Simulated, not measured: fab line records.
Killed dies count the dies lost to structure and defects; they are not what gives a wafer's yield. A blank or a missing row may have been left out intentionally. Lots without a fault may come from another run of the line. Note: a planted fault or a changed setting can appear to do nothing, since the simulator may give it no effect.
Matching of chambers    flow n5 finfet    rie diel-03 running N5_BEOL_M3_STRIP_19: 4 sister chambers
The step strips in O2. 4 wafers are shown with their chamber, then 12 later ones without.

WAFERS, EACH WITH ITS CHAMBER
wafer   chamber  drypump motor current A (A)
L079.1  3        4.9
L081.1  1        6.4
L081.2  2        5.4
L081.3  0        6.0

WAFERS WITH NO CHAMBER GIVEN
wafer   drypump motor current A (A)
L081.4  5.4
L081.5  6.0
L081.6  6.5
L086.2  6.5
L086.4  4.9
L086.6  4.9
L090.1  4.9
L090.3  6.0
L090.5  6.0
L096.2  6.0
L096.3  6.5
L096.4  6.5

WHICH CHAMBER EACH ONE RAN IN
wafer   from the rows above  in truth
L081.4  2                    2
L081.5  0                    0
L081.6  1                    1
L086.2  1                    1
L086.4  3                    3
L086.6  3                    3
L090.1  3                    3
L090.3  0                    0
L090.5  0                    0
L096.2  0                    0
L096.3  1                    1
L096.4  1                    1
Correctly placed: 12 of 12. Left unplaced by these rows: 0. Placed wrongly: 0.
How it was worked out, from the rows above alone: a wafer's distance from a chamber is the root of the sum, over the readings, of the square of ((its reading less the chamber's mean) divided by the reading's scatter). If the next closest chamber is less than 2 further off than the closest, the wafer can't be placed; otherwise it belongs to the closest. A chamber's mean is the mean of its shown wafers. The scatter: root of mean squared gap, hidden wafer to nearest shown wafer, with one shown wafer a chamber.
